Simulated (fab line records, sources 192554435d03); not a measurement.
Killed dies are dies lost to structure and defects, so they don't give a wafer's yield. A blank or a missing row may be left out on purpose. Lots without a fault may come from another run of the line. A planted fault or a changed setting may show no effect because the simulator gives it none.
fab line records | flow n5_finfet
record lots=6 wafers=18 last_day=19
route steps=1938 shown BEOL_M14@1745 PASSIVATION@1936
lots that met no fault: from a run of the same line without faults
start_h: hours from the record's first day to the start of the lot's first wafer shown | wait_h: hours since the lot's step before | " the same as in the row above | L1.1+2: a row that stands for several wafers | - no value, or no start given | * or withheld: withheld | < > ~ a bound
route shown NAME@n: a module of which the file shows steps, and the number in the route of the first | usual: mean/standard deviation of fault-free wafers | same: alike in all rows | chamber/n: place in a boat | sites: the reading at each site | _std_site: their standard deviation | _edge_site: outer sites' mean less inner sites' | radius_mm: how far each site lies from the wafer's centre | mask NAME#n: copy n | behind: the tool/chamber that last shaped the wafer | hold: why the lot was held/for how many hours/how that ended | device: the transistor (n, p or np) that didn't switch | end of line: the same wafers' tests at the end of the route | a step without rows: its recipe alone | killed: dies lost to structure and defects at the first sort, not the wafer's yield | map: a wafer's dies, x killed, . not, _ none there
set.NAME: the setting as run; set.NAME@STEP: as run at that earlier step | model.NAME: the simulator's own value behind a step, which no gauge read
lots at some steps of the route; a table a step, a row a wafer
services: from which hour (start_h, from the record's first day; less than 0 if before it) a tool's chamber was out of use, for how many hours, and why
## steps
# step N5_BEOL_M14_HARDBAKE_32
# recipe temp_c=130 time_s=120
# step N5_BEOL_M14_CD_MEAS_28
# recipe target_cd_nm=284.4 landing_energy_ev=500 detector=se_inlens
# usual cd_nm=283.6/1.8
# same landing_energy_ev=500
# columns lot.wafer tool chamber start_h wait_h cd_nm
L537.3 cd_sem-02 0 245.58 - 281.8
L537.4 " 0 " " 284.2
L537.6 " 0 " " 283.7
L539.3 cd_sem-01 0 253.44 - 283.5
L539.4 " 0 " " 282.2
L539.6 " 0 " " 283.7
L549.1 cd_sem-03 0 327.27 - 283.8
L549.2 " 0 " " 281.6
L549.3 " 0 " " 285.0
L550.2 cd_sem-02 0 338.82 - 284.8
L550.4 " 0 " " 286.6
L550.6 " 0 " " 284.7
L556.2 cd_sem-01 0 403.62 - 283.0
L556.3 " 0 " " 282.1
L556.6 " 0 " " 282.3
L557.1 cd_sem-01 0 439.38 - 285.1
L557.4 " 0 " " 283.2
L557.5 " 0 " " 285.4
# step N5_BEOL_M14_OVL_MEAS_29
# recipe points_per_wafer=44
# usual M14_OVL=-3/5.5
# columns lot.wafer tool chamber start_h wait_h M14_OVL[nm]
L537.3 overlay-01 0 245.61 0.0 2
L537.4 " 0 " " -3
L537.6 " 0 " " 0
L539.3 overlay-02 0 253.47 0.0 -11
L539.4 " 0 " " -12
L539.6 " 0 " " -9
L549.1 overlay-02 0 327.30 0.0 -4
L549.2 " 0 " " 0
L549.3 " 0 " " 4
L550.2 overlay-01 0 338.85 0.0 -11
L550.4 " 0 " " -14
L550.6 " 0 " " -10
L556.2 overlay-02 0 403.64 0.0 -2
L556.3 " 0 " " -12
L556.6 " 0 " " -10
L557.1 overlay-02 0 439.41 0.0 -11
L557.4 " 0 " " -13
L557.5 " 0 " " -14
# step N5_BEOL_M14_INSPECT_30
# recipe mode=adi inspect_instrument=macro
# usual raw_defect_count=2.2/1.3
# columns lot.wafer tool chamber start_h wait_h raw_defect_count
L537.3 defect_inspect-02 - 245.63 0.0 1
L537.4 " - " " 0
L537.6 " - " " 5
L539.3 defect_inspect-01 - 253.49 0.0 4
L539.4 " - " " 3
L539.6 " - " " 2
L549.1 defect_inspect-02 - 327.32 0.0 1
L549.2 " - " " 0
L549.3 " - " " 3
L550.2 defect_inspect-01 - 338.87 0.0 1
L550.4 " - " " 1
L550.6 " - " " 4
L556.2 defect_inspect-01 - 403.67 0.0 4
L556.3 " - " " 3
L556.6 " - " " 2
L557.1 defect_inspect-02 - 439.43 0.0 3
L557.4 " - " " 1
L557.5 " - " " 1
# step N5_BEOL_M14_DESCUM_33
# recipe chemistry=O2 time_s=7.9 source_power_w=50 bias_power_w=20 pressure_mtorr=20 rf_frequency_hz=2.712e+07 temp_c=40 o2_flow_sccm=225
# usual drypump_motor_current_A=5.7/0.43 oes_product_au=0.82/0.097 rf_vpp_V=243.4/1.6 showerhead_plenum_p_Torr=2.11/0.086 throttle_valve_pct=20.4/0.31
# columns lot.wafer tool chamber start_h wait_h drypump_motor_current_A oes_product_au rf_hours_counter_h rf_vpp_V showerhead_plenum_p_Torr throttle_valve_pct
L537.3 rie_diel-03 2 245.89 0.3 5.2 0.96 7 241.4 2.07 20.5
L537.4 " 1 " " 6.1 0.94 16 242.5 2.05 19.8
L537.6 " 0 " " 6.2 0.67 - 244.6 2.16 20.7
L539.3 rie_diel-01 2 253.52 0.0 5.5 0.85 69 244.6 2.12 20.3
L539.4 " 3 " " 5.7 0.88 36 245.7 2.22 20.7
L539.6 " 3 " " 5.7 0.88 - 245.3 2.22 20.7
L549.1 rie_diel-03 2 327.36 0.0 5.2 0.90 34 242.4 2.06 20.5
L549.2 " 3 " " 5.1 0.67 246 241.1 1.97 20.8
L549.3 " 1 " " 6.1 0.88 41 242.6 2.04 19.9
L550.2 rie_diel-01 3 338.98 0.1 5.7 0.85 64 244.2 2.21 20.8
L550.4 " 1 " " 6.1 0.81 93 243.3 2.10 20.2
L550.6 " 1 " " 6.1 0.82 - 243.9 2.10 20.2
L556.2 rie_diel-01 3 403.70 0.0 5.7 0.82 81 243.9 2.21 20.8
L556.3 " 0 " " 5.2 0.73 173 244.1 2.17 20.5
L556.6 " 0 " " 5.2 0.73 - 244.3 2.17 20.5
L557.1 rie_diel-01 0 439.46 0.0 5.2 0.72 185 243.5 2.16 20.5
L557.4 " 1 " " 6.1 0.79 122 241.8 2.09 20.2
L557.5 " 3 " " 5.7 0.80 - 245.0 2.20 20.8
# step N5_BEOL_M14_ETCH_67
# recipe chemistry=CF4 target=SiARC target_depth_a=1430 time_s=238.3 ion_energy_ev=80 pressure_mtorr=40 source_w=545 bias_w=36 Ar_flow_sccm=100 cf4_flow_sccm=100 ends=cleared
# usual bias_w=36.01/0.093 drypump_motor_current_A=5.7/0.43 etch_rf_on_time_s=240/5.6 oes_product_au=0.70/0.084 rf_vpp_V=184.1/1.2 showerhead_plenum_p_Torr=2.16/0.083 throttle_valve_pct=15.6/0.31
# columns lot.wafer tool chamber start_h wait_h bias_w drypump_motor_current_A etch_rf_on_time_s oes_product_au rf_hours_counter_h rf_vpp_V showerhead_plenum_p_Torr throttle_valve_pct
L537.3 rie_diel-03 2 245.92 0.0 35.97 5.2 234 0.82 7 183.9 2.11 15.5
L537.4 " 1 " " 36.19 6.1 237 0.80 16 184.8 2.10 15.1
L537.6 " 0 " " 36.00 6.1 243 0.57 - 184.8 2.21 15.9
L539.3 rie_diel-01 2 253.56 0.0 36.06 5.5 238 0.72 69 184.4 2.16 15.4
L539.4 " 3 " " 36.08 5.7 238 0.74 36 186.1 2.28 15.9
L539.6 " 3 " " 36.02 5.7 242 0.74 - 184.3 2.28 15.9
L549.1 rie_diel-03 2 327.39 0.0 36.10 5.2 238 0.76 34 182.8 2.10 15.5
L549.2 " 3 " " 35.84 5.1 248 0.57 246 181.5 2.03 16.0
L549.3 " 1 " " 35.95 6.1 243 0.76 41 185.0 2.09 15.1
L550.2 rie_diel-01 3 339.02 0.0 35.96 5.6 243 0.70 64 184.7 2.27 16.0
L550.4 " 1 " " 36.08 6.1 237 0.69 93 183.0 2.15 15.4
L550.6 " 1 " " 35.93 6.1 238 0.69 - 184.8 2.15 15.4
L556.2 rie_diel-01 3 403.74 0.0 36.04 5.7 246 0.68 81 183.7 2.27 16.0
L556.3 " 0 " " 35.98 5.1 250 0.61 173 186.1 2.22 15.7
L556.6 " 0 " " 36.00 5.2 248 0.61 - 183.0 2.22 15.7
L557.1 rie_diel-01 0 439.50 0.0 35.98 5.1 246 0.61 185 184.4 2.21 15.8
L557.4 " 1 " " 36.03 6.1 236 0.68 122 184.7 2.14 15.5
L557.5 " 3 " " 36.22 5.7 242 0.68 - 185.1 2.26 16.0
# step N5_BEOL_M14_ETCH_68
# recipe chemistry=N2/H2 target=SOC mask_material=SiARC source_w=3000 bias_w=350 temp_c=40 time_s=450 ion_energy_ev=200 pressure_mtorr=30 n2_flow_sccm=200 h2_flow_sccm=200
# usual bias_w=350.0/1.1 drypump_motor_current_A=5.7/0.43 n2_flow_sccm=200.1/0.63 oes_product_au=0.82/0.097 rf_vpp_V=524/3.1 showerhead_plenum_p_Torr=2.56/0.11 throttle_valve_pct=17.68/0.27
# columns lot.wafer tool chamber start_h wait_h bias_w drypump_motor_current_A n2_flow_sccm oes_product_au rf_hours_counter_h rf_vpp_V showerhead_plenum_p_Torr throttle_valve_pct
L537.3 rie_diel-03 2 246.07 0.1 348.7 5.2 201.0 0.95 7 522 2.48 17.52
L537.4 " 1 " " 349.3 6.1 198.8 0.95 16 523 2.50 17.27
L537.6 " 0 " " 349.3 6.2 201.3 0.68 - 526 2.61 18.01
L539.3 rie_diel-01 2 253.70 0.1 348.8 5.6 200.9 0.86 69 524 2.58 17.62
L539.4 " 3 " " 351.8 5.7 200.3 0.88 37 530 2.71 18.05
L539.6 " 3 " " 349.0 5.7 200.8 0.89 - 528 2.71 18.03
L549.1 rie_diel-03 2 327.54 0.1 349.9 5.2 199.2 0.88 34 522 2.47 17.56
L549.2 " 3 " " 349.7 5.1 200.5 0.67 247 518 2.39 18.04
L549.3 " 1 " " 349.0 6.1 199.9 0.88 41 523 2.49 17.29
L550.2 rie_diel-01 3 339.16 0.1 350.7 5.7 199.5 0.84 64 529 2.69 18.09
L550.4 " 1 " " 349.1 6.1 200.7 0.81 94 525 2.57 17.64
L550.6 " 1 " " 349.8 6.1 200.5 0.81 - 525 2.57 17.63
L556.2 rie_diel-01 3 403.88 0.1 349.7 5.7 200.2 0.82 81 527 2.69 18.14
L556.3 " 0 " " 349.7 5.1 201.0 0.73 173 527 2.63 17.80
L556.6 " 0 " " 353.2 5.1 200.2 0.73 - 527 2.63 17.80
L557.1 rie_diel-01 0 439.65 0.1 348.9 5.1 200.4 0.72 185 527 2.63 17.81
L557.4 " 1 " " 350.6 6.1 199.3 0.78 123 523 2.56 17.69
L557.5 " 3 " " 348.6 5.7 199.9 0.80 - 527 2.68 18.15
# step N5_BEOL_M14_STRIP_69
# recipe chemistry=N2/H2 temp_c=40 n2_flow_sccm=200 h2_flow_sccm=200 rf_frequency_hz=6e+07
# step N5_BEOL_M14_TRENCH_ETCH_34
# recipe chemistry=C4F8/O2/Ar target=SiO2 target_depth_a=5566.5 mask_material=SOC he_inner_torr=15 he_outer_torr=30 time_s=126.9 ion_energy_ev=800 pressure_mtorr=20 source_w=1905 bias_w=2040 Ar_flow_sccm=400 C4F8_flow_sccm=16 O2_flow_sccm=12
# usual bias_w=2039/5.7 drypump_motor_current_A=5.7/0.42 oes_product_au=0.81/0.1 rf_vpp_V=2217/34 showerhead_plenum_p_Torr=3.46/0.13 throttle_valve_pct=30.8/0.32
# columns lot.wafer tool chamber start_h wait_h bias_w drypump_motor_current_A oes_product_au rf_hours_counter_h rf_vpp_V showerhead_plenum_p_Torr throttle_valve_pct
L537.3 rie_diel-03 2 246.34 0.0 2051 5.2 0.95 7 2209 3.40 31.1
L537.4 " 1 " " 2040 6.1 0.93 17 2203 3.37 30.2
L537.6 " 0 " " 2045 6.2 0.67 - 2242 3.53 31.1
L539.3 rie_diel-01 2 253.98 0.0 2038 5.5 0.84 69 2265 3.46 30.7
L539.4 " 3 " " 2032 5.7 0.88 37 2193 3.65 31.3
L539.6 " 3 " " 2039 5.7 0.87 - 2191 3.65 31.3
L549.1 rie_diel-03 2 327.81 0.0 2042 5.2 0.88 34 2209 3.39 31.1
L549.2 " 3 " " 2044 5.1 0.67 247 2221 3.25 31.1
L549.3 " 1 " " 2032 6.1 0.89 41 2200 3.35 30.2
L550.2 rie_diel-01 3 339.44 0.0 2040 5.7 0.82 64 2191 3.63 31.4
L550.4 " 1 " " 2039 6.1 0.82 94 2274 3.48 30.8
L550.6 " 1 " " 2041 6.1 0.82 - 2274 3.48 30.8
L556.2 rie_diel-01 3 404.16 0.0 2030 5.7 0.81 81 2190 3.62 31.4
L556.3 " 0 " " 2043 5.1 0.70 173 2246 3.54 30.9
L556.6 " 0 " " 2036 5.1 0.71 - 2246 3.54 30.9
L557.1 rie_diel-01 0 439.92 0.0 2040 5.2 0.71 185 2247 3.54 30.9
L557.4 " 1 " " 2039 6.1 0.79 123 2273 3.46 30.8
L557.5 " 3 " " 2040 5.7 0.81 - 2189 3.61 31.4
# step N5_BEOL_M14_STRIP_70
# recipe chemistry=C4F8/O2/Ar resist=SiARC rf_frequency_hz=6e+07
# step N5_BEOL_M14_OCD_MEAS_35
# usual trench_depth_nm=551/13
# columns lot.wafer tool chamber start_h wait_h trench_depth_nm
L537.3 ocd-02 - 246.50 0.0 562
L537.4 " - " " 547
L537.6 " - " " 532
L539.3 ocd-01 - 254.14 0.0 554
L539.4 " - " " 555
L539.6 " - " " 554
L549.1 ocd-01 - 327.97 0.0 555
L549.2 " - " " 531
L549.3 " - " " 547
L550.2 ocd-02 - 339.59 0.0 543
L550.4 " - " " 561
L550.6 " - " " 564
L556.2 ocd-02 - 404.31 0.0 546
L556.3 " - " " 530
L556.6 " - " " 531
L557.1 ocd-02 - 440.07 0.0 541
L557.4 " - " " 569
L557.5 " - " " 557
# step N5_BEOL_M14_STRIP_37
# recipe chemistry=O2 power_w=600 temp_c=60 pressure_mtorr=30 rf_frequency_hz=6e+07 bias_power_w=0 overash_fraction=0.3 o2_flow_sccm=225
# usual drypump_motor_current_A=5.8/0.39 oes_product_au=0.83/0.091 rf_vpp_V=3.6/0.98 showerhead_plenum_p_Torr=2.13/0.081 throttle_valve_pct=16.61/0.29
# columns lot.wafer tool chamber start_h wait_h drypump_motor_current_A oes_product_au rf_hours_counter_h rf_vpp_V showerhead_plenum_p_Torr throttle_valve_pct
L537.3 rie_diel-01 0 249.52 3.0 5.2 0.76 125 3.2 2.19 16.65
L537.4 " 2 " " 5.5 0.85 67 1.6 2.13 16.51
L537.6 " 1 " " 6.1 0.84 - 3.3 2.12 16.42
L539.3 rie_diel-05 0 255.88 1.7 6.1 0.93 10 3.2 2.24 16.21
L539.4 " 0 " " 6.1 0.94 - 1.3 2.24 16.22
L539.6 " 3 " " 6.1 0.71 - 2.3 1.99 16.81
L549.1 rie_diel-05 0 329.75 1.8 6.1 0.88 39 3.2 2.23 16.31
L549.2 " 3 " " 6.1 1.03 2 3.5 2.25 16.42
L549.3 " 2 " " 6.1 0.70 235 4.0 2.16 17.03
L550.2 rie_diel-05 2 339.67 0.1 6.1 0.69 238 4.4 2.16 17.07
L550.4 " 0 " " 6.1 0.87 43 4.0 2.23 16.31
L550.6 " 1 " " 5.5 0.89 - 3.4 2.04 16.45
L556.2 rie_diel-01 2 406.01 1.7 5.5 0.80 113 3.3 2.11 16.62
L556.3 " 1 " " 6.1 0.79 112 4.6 2.10 16.49
L556.6 " 2 " " 5.5 0.80 - 3.8 2.11 16.61
L557.1 rie_diel-03 3 442.92 2.8 5.1 0.88 32 4.5 2.23 16.66
L557.4 " 0 " " 6.2 0.88 35 4.2 2.14 16.58
L557.5 " 1 " " 6.1 0.82 - 4.6 2.03 16.17
# step N5_BEOL_M14_ETCH_38
# recipe chemistry=CF4/N2 target=SiCN target_depth_a=1065 taper_deg=2 time_s=120.6 ion_energy_ev=150 mask_material=SiO2 pressure_mtorr=40 source_w=430 bias_w=70 Ar_flow_sccm=100 cf4_flow_sccm=60 n2_flow_sccm=60
# usual bias_w=70.01/0.21 drypump_motor_current_A=5.8/0.39 n2_flow_sccm=60.01/0.2 oes_product_au=0.82/0.092 rf_vpp_V=382.9/2.2 showerhead_plenum_p_Torr=2.23/0.082 throttle_valve_pct=15.36/0.28
# columns lot.wafer tool chamber start_h wait_h bias_w drypump_motor_current_A n2_flow_sccm oes_product_au rf_hours_counter_h rf_vpp_V showerhead_plenum_p_Torr throttle_valve_pct model.etch.depth_nm
L537.3 rie_diel-01 0 249.56 - 69.51 5.1 59.72 0.75 125 385.0 2.30 15.46 93.53
L537.4 " 2 " " 69.59 5.6 60.00 0.85 67 384.7 2.23 15.26 95.93
L537.6 " 1 " " 70.20 6.1 59.86 0.86 - 382.6 2.24 15.20 98.47
L539.3 rie_diel-05 0 255.92 - 70.07 6.1 60.12 0.94 10 385.2 2.35 14.97 99.99
L539.4 " 0 " " 69.98 6.1 59.93 0.94 - 385.0 2.35 14.99 99.84
L539.6 " 3 " " 70.03 6.1 59.93 0.70 - 379.4 2.08 15.53 95.61
L549.1 rie_diel-05 0 329.79 - 69.76 6.1 59.79 0.88 39 386.1 2.33 15.06 101.9
L549.2 " 3 " " 70.28 6.1 59.87 0.85 2 386.3 2.34 15.07 73.71
L549.3 " 2 " " 69.79 6.1 59.84 0.58 235 383.8 2.26 15.75 70.11
L550.2 rie_diel-05 2 339.71 - 69.93 6.1 60.23 0.57 238 383.5 2.26 15.77 68.8
L550.4 " 0 " " 70.11 6.1 60.41 0.88 43 385.5 2.33 15.04 100.6
L550.6 " 1 " " 69.90 5.5 60.00 0.73 - 382.7 2.15 15.23 70.84
L556.2 rie_diel-01 2 406.05 - 70.28 5.5 60.38 0.79 113 383.1 2.21 15.36 94.79
L556.3 " 1 " " 70.16 6.1 60.03 0.80 112 382.5 2.22 15.29 96.82
L556.6 " 2 " " 69.94 5.5 60.17 0.79 - 383.1 2.21 15.36 95.4
L557.1 rie_diel-03 3 442.96 - 70.49 5.1 60.07 0.88 33 384.4 2.34 15.36 96.1
L557.4 " 0 " " 69.80 6.2 59.67 0.87 35 383.2 2.25 15.34 96.93
L557.5 " 1 " " 70.20 6.1 60.15 0.83 - 381.2 2.14 15.00 95.65
# step N5_BEOL_M14_PRECLEAN_39
# recipe chemistry=residue_remover time_s=60 temp_c=40
# step N5_PASSIVATION_PROBE_49
# usual defect_limited_yield=91.3/1.7 killed_at_M0_to_M3=33/9.9 killed_at_M4_up=14/6.4 killed_at_contacts=12/7 killed_at_front_end=41/13 killed_at_other=3.1/2.9 killed_dies=103/20 killed_open=67/14 killed_short=34/9.4 sort_bin_5_function=5.1/1.1 sort_bin_6_memory=3.2/0.79 sort_bin_8_speed=0.02/0.15 sort_n_pass=1077/21 sort_yield_pct=91.2/1.7
# same gross_dies=1180 killed_at_back_side=0 sort_bin_4_leakage[%]=0
# columns lot.wafer tool chamber start_h wait_h defect_limited_yield[%] killed_at_M0_to_M3 killed_at_M4_up killed_at_contacts killed_at_front_end killed_at_other killed_dies killed_open killed_short sort_bin_5_function[%] sort_bin_6_memory[%] sort_bin_8_speed[%] sort_n_pass sort_yield_pct[%]
L537.3 prober-02 - 271.03 0.1 93.1 31 7 10 33 1 82 51 31 3.9 2.9 0 1098 93.1
L537.4 prober-02 - 271.08 0.2 90.7 45 20 14 29 2 110 70 40 5.8 3.1 0 1070 90.7
L537.6 prober-02 - 271.18 0.3 93.1 33 6 6 37 0 82 53 29 4.7 2.0 0 1098 93.1
L539.3 prober-02 - 279.27 0.1 90.0 41 11 8 57 1 118 71 46 5.4 3.9 0.08 1062 90.0
L539.4 prober-02 - 279.32 0.2 91.1 33 15 6 50 1 105 76 27 5.8 2.7 0 1075 91.1
L539.6 prober-02 - 279.42 0.3 90.6 48 18 3 41 1 111 74 36 5.5 3.6 0 1069 90.6
L549.1 prober-02 - 351.40 0.0 93.3 31 11 10 22 5 79 50 27 4.1 2.3 0.08 1101 93.3
L549.2 prober-02 - 351.45 0.1 94.1 32 5 2 30 1 70 44 25 3.6 2.1 0.08 1110 94.1
L549.3 prober-02 - 351.50 0.1 92.0 37 11 14 30 2 94 59 35 5.4 2.2 0 1086 92.0
L556.2 prober-01 - 431.64 0.1 93.6 20 5 9 33 8 75 46 29 3.8 2.3 0 1105 93.6
L556.3 prober-01 - 431.69 0.1 93.0 24 11 17 29 2 83 57 26 3.7 3.0 0 1097 93.0
L556.6 prober-01 - 431.84 0.3 92.4 19 12 27 26 6 90 57 33 4.5 2.7 0 1090 92.4
# killed by level:class
L537.3 FIN_SAQP:geometric_particle:short=9 DUMMY_GATE:geometric_particle:open=7 MOL_CONTACT_COAG:geometric_particle:open=7 BEOL_M2:geometric_particle:open=7 BEOL_M3:geometric_particle:open=7 FIN_SAQP:geometric_particle:open=6 BEOL_M0_SAQP:geometric_particle:short=4 BEOL_M3:geometric_particle:short=3
L537.4 MOL_CONTACT_COAG:geometric_particle:open=13 BEOL_M0_SAQP:geometric_particle:short=10 FIN_SAQP:geometric_particle:open=8 BEOL_M0_SAQP:geometric_particle:open=8 BEOL_M3:geometric_particle:open=8 FIN_SAQP:geometric_particle:short=7 BEOL_M2:geometric_particle:open=7 BEOL_M1:geometric_particle:short=4
L537.6 FIN_SAQP:geometric_particle:open=10 FIN_SAQP:geometric_particle:short=8 BEOL_M0_SAQP:geometric_particle:short=8 BEOL_M3:geometric_particle:open=7 MOL_CONTACT_COAG:geometric_particle:open=6 BEOL_M0_SAQP:geometric_particle:open=6 BEOL_M3:geometric_particle:short=5 DUMMY_GATE:geometric_particle:open=4
L539.3 STI_FIN_REVEAL:geometric_particle:open=17 BEOL_M0_SAQP:geometric_particle:short=11 GATE_CUT:geometric_particle:short=9 FIN_SAQP:geometric_particle:short=8 BEOL_M2:geometric_particle:open=8 BEOL_M3:geometric_particle:open=8 FIN_SAQP:geometric_particle:open=7 BEOL_M4:geometric_particle:open=7
L539.4 STI_FIN_REVEAL:geometric_particle:open=15 GATE_CUT:geometric_particle:open=9 GATE_CUT:geometric_particle:short=8 BEOL_M0_SAQP:geometric_particle:open=8 BEOL_M2:geometric_particle:open=7 BEOL_M4:geometric_particle:open=7 BEOL_M3:geometric_particle:open=6 BEOL_M1:geometric_particle:open=5
L539.6 STI_FIN_REVEAL:geometric_particle:open=15 BEOL_M1:geometric_particle:open=11 BEOL_M0_SAQP:geometric_particle:short=10 GATE_CUT:geometric_particle:short=8 BEOL_M4:geometric_particle:open=8 BEOL_M3:geometric_particle:open=7 BEOL_M0_SAQP:geometric_particle:open=6 BEOL_M2:geometric_particle:open=6
L549.1 BEOL_M2:geometric_particle:open=9 MOL_CONTACT_COAG:geometric_particle:open=6 BEOL_M4:geometric_particle:open=6 BEOL_M0_SAQP:geometric_particle:open=5 FIN_SAQP:geometric_particle:short=4 MOL_CONTACT_COAG:geometric_particle:short=4 BEOL_M0_SAQP:geometric_particle:short=4 BEOL_M2:geometric_particle:short=4
L549.2 BEOL_M2:geometric_particle:open=9 FIN_SAQP:geometric_particle:short=8 DUMMY_GATE:geometric_particle:open=7 BEOL_M0_SAQP:geometric_particle:open=7 BEOL_M0_SAQP:geometric_particle:short=6 STI_FIN_REVEAL:geometric_particle:open=4 FIN_SAQP:geometric_particle:open=3 BEOL_M1:geometric_particle:open=3
L549.3 MOL_CONTACT_COAG:geometric_particle:open=11 FIN_SAQP:geometric_particle:open=9 FIN_SAQP:geometric_particle:short=9 BEOL_M0_SAQP:geometric_particle:short=9 BEOL_M1:geometric_particle:open=8 BEOL_M4:geometric_particle:open=7 BEOL_M0_SAQP:geometric_particle:open=5 BEOL_M2:geometric_particle:short=5
L556.2 STI_FIN_REVEAL:geometric_particle:open=9 MOL_CONTACT_COAG:geometric_particle:open=9 FIN_SAQP:geometric_particle:short=6 BEOL_M0_SAQP:geometric_particle:short=5 BEOL_M0_SAQP:geometric_particle:open=5 BEOL_M2:geometric_particle:open=5 PAD_METAL:geometric_particle:short=5 FIN_SAQP:geometric_particle:open=3
L556.3 MOL_CONTACT_COAG:geometric_particle:open=17 STI_FIN_REVEAL:geometric_particle:open=8 STI_FIN_REVEAL:geometric_particle:short=5 BEOL_M3:geometric_particle:open=5 BEOL_M0_SAQP:geometric_particle:open=4 BEOL_M4:geometric_particle:open=4 DUMMY_GATE:geometric_particle:open=3 BEOL_M0_SAQP:geometric_particle:short=3
L556.6 MOL_CONTACT_COAG:geometric_particle:open=20 STI_FIN_REVEAL:geometric_particle:open=12 MOL_CONTACT_COAG:geometric_particle:short=7 BEOL_M3:geometric_particle:open=5 BEOL_M4:geometric_particle:open=5 BEOL_M1:geometric_particle:short=4 STI_FIN_REVEAL:geometric_particle:short=3 BEOL_M0_SAQP:geometric_particle:short=3
## services
# columns tool chamber start_h hours kind
rie_diel-05 1 237.91 6.5 repair
rie_diel-05 1 244.59 - clean
rie_diel-05 1 244.59 - consumable_replace:focus_ring
rie_diel-05 1 244.59 22.0 scheduled_down
rie_diel-05 1 244.59 22.0 vent_cycle
rie_diel-03 0 258.93 7.9 repair
rie_diel-03 1 266.71 8.6 repair
rie_diel-03 1 289.50 8.2 repair
rie_diel-05 3 299.94 - clean
rie_diel-05 3 299.94 - consumable_replace:focus_ring
rie_diel-03 0 302.02 - clean
rie_diel-03 0 302.02 - consumable_replace:focus_ring
rie_diel-03 0 302.02 32.1 scheduled_down
rie_diel-03 0 302.02 32.1 vent_cycle
rie_diel-05 1 308.63 4.9 repair
rie_diel-03 2 309.62 9.7 repair
rie_diel-05 1 329.31 1.2 repair
rie_diel-03 3 337.18 - clean
rie_diel-03 3 337.18 - consumable_replace:focus_ring
rie_diel-03 3 337.18 - consumable_replace:showerhead
rie_diel-03 0 412.68 1.7 repair
rie_diel-03 - 415.85 0.5 repair
rie_diel-03 0 418.15 8.2 repair
rie_diel-05 0 440.84 9.2 repair
## key
first_sign none at tools or gauges
model_effect step=N5_BEOL_M14_ETCH_38 value=etch.depth_nm without=96.49 struck=70.87
met_at N5_BEOL_M14_ETCH_38
struck_wafers L549.2,L549.3,L550.2,L550.6
onset_between 255.92 329.79
fault kind=process_parameter_drift tool=rie_diel-05 chamber=- onset_h=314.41 steps=N5_BEOL_M14_ETCH_38 channel=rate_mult offset=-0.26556 shape=step end_h=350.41 scope=struck_wafers_only
